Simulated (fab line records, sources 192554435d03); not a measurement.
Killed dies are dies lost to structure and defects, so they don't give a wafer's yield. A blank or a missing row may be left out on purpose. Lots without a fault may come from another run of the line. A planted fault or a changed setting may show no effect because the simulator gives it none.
A struck lot beside a sound one | flow n5_finfet | 41 steps out of a route of 1938
Sound: wafers L955.1, L955.3, L955.4. Struck: wafer L976.1. (L976.2, L976.5 of the same lot were not struck and are left out.) The cause comes at the end.
At each step with rows: each side's tool, then ch and its chambers, then its first start. Under that, the readings that differ: sound wafers | struck wafers | difference of the means | sigmas: that difference in standard deviations of wafers without a fault.
alike: readings whose means differ by less than 2 such deviations, and words and numbers that are the same on both sides. not compared: withheld readings, readings that some wafer has no value for, bounds like >300 that may hide the same value, and numbers for which the record gives no deviation and whose values overlap.
The two part at a step that has a row with sigmas, a row that says differs or no value, or rows on one side only. Numbers that don't overlap but have no deviation are shown without sigmas and don't part them. A reading that every wafer of one side lacks parts them only if that side has two wafers or more.

first, 12 steps without rows for these wafers: N5_BEOL_M0_SAQP_ETCH_88 (etches underlayer in N2/H2, target depth 6.5 nm, time 5.2 s); N5_BEOL_M0_SAQP_ETCH_73 (etches SiARC in CF4, target depth 19.5 nm, time 32.5 s); N5_BEOL_M0_SAQP_CUT_ETCH_46 (etches SOC in N2/H2, target depth 135 nm, overetch 27 nm, time 202.5 s); N5_BEOL_M0_SAQP_STRIP_74 (strips in N2/H2); N5_BEOL_M0_SAQP_STRIP_89 (strips in N2/H2); N5_BEOL_M0_SAQP_ALD_48 (deposits SiO2, target thk 20 nm, pulse time 1 s, co reactant pulse time 1 s); N5_BEOL_M0_SAQP_ETCH_49 (etches SiO2 in CF4/O2, target depth 37 nm); N5_BEOL_M0_SAQP_STRIP_75 (strips in CF4); N5_BEOL_M0_CUTY_COAT_50 (time 60 s, resist thk 15 nm); N5_BEOL_M0_CUTY_COAT_51 (resist thk 150 nm); N5_BEOL_M0_CUTY_EBR_52; N5_BEOL_M0_CUTY_SOFTBAKE_53 (time 60 s).
N5_BEOL_M0_CUTY_EXPOSE_54: exposes mask M0 ABLK.
  sound on arfi_scanner-02 ch 0, day 6 09:40; struck on arfi_scanner-03 ch 0, day 11 12:07
  alike: mask
then, 2 steps without rows for these wafers: N5_BEOL_M0_CUTY_PEB_55 (peb time 60 s); N5_BEOL_M0_CUTY_DEVELOP_56 (develop time 30 s).
N5_BEOL_M0_CUTY_CD_MEAS_57: target cd 200 nm.
  sound on cd_sem-01 ch 0, day 6 09:47; struck on cd_sem-03 ch 0, day 11 12:15
  reading    | sound             | struck | difference | sigmas
  cd_nm (nm) | 200.7 201.9 199.7 | 146.4  | -54.4      | -54
then, 23 steps without rows for these wafers: N5_BEOL_M0_CUTY_DESCUM_61 (chemistry O2, time 7.9 s); N5_BEOL_M0_CUTY_ETCH_62 (etches SiARC in CF4, time 58.5 s); N5_BEOL_M0_CUTY_ETCH_63 (etches SOC in N2/H2, target depth 82.7 nm, overetch 16.5 nm, time 124 s); N5_BEOL_M0_CUTY_STRIP_64 (strips in N2/H2); N5_BEOL_M0_ETCH_138 (etches SiCN in CH3F/O2, target depth 12 nm, time 31.6 s); N5_BEOL_M0_HM_OPEN_105 (chemistry Cl2/BCl3, target TiN, target depth 12 nm); N5_BEOL_M0_STRIP_140 (strips in CF4); N5_BEOL_M0_STRIP_104 (strips in N2/H2); N5_BEOL_M0_WET_ETCH_106 (etches SiO2 in DHF, target depth 130 nm, rinse time 30 s); N5_BEOL_M0_ETCH_128 (etches SiCN in CF4/N2, target depth 12 nm, overetch 5.1 nm, time 21.4 s); N5_BEOL_M0_TRENCH_ETCH_107 (etches SiOC in C4F6/O2, target depth 32.8 nm, time 16.4 s); N5_BEOL_M0_STRIP_142 (strips in N2/H2, time 10 s); N5_BEOL_M0_HM_STRIP_129 (strips TiN in peroxide tin strip, target depth 17 nm, time 108 s); N5_BEOL_M0_SRD_130 (time 30 s); N5_BEOL_M0_ETCH_109 (etches SiCN in CH3F/O2, target depth 8 nm, overetch 2.4 nm, time 27.4 s); N5_BEOL_M0_STRIP_139 (strips in post etch residue remover, time 60 s); N5_BEOL_M0_SRD_111 (time 30 s); N5_BEOL_M0_DEGAS_112 (time 60 s); N5_BEOL_M0_PRE_CLEAN_113 (time 30 s); N5_BEOL_M0_ALD_136 (deposits TaN, pulse time 2 s, purge time 3 s, co reactant purge time 2 s); N5_BEOL_M0_SURFACE_TREAT_137; N5_BEOL_M0_CVD_115 (deposits Co from CCTBA/H2, time 120 s); N5_BEOL_M0_SPUTTER_116 (material Cu, target thk 4 nm, time 7.37 s).
N5_BEOL_M4_RC_MEAS_101:
  the record has rows for the sound wafers here (prober-02 ch 0, day 8 11:34) and none for the struck ones
-- the record jumps here: 7 days lie between the struck wafers' starts before and after (it left off in module BEOL_M4 and takes up again in module PASSIVATION, whose first step shown is number 1936 of the route) --
N5_PASSIVATION_PROBE_49:
  the record has rows for the struck wafers here (prober-01, day 18 02:38) and none for the sound ones

WHERE THEY PART
First at N5_BEOL_M0_CUTY_CD_MEAS_57; last, within this record, at N5_PASSIVATION_PROBE_49.

WHY: what the simulator had put in
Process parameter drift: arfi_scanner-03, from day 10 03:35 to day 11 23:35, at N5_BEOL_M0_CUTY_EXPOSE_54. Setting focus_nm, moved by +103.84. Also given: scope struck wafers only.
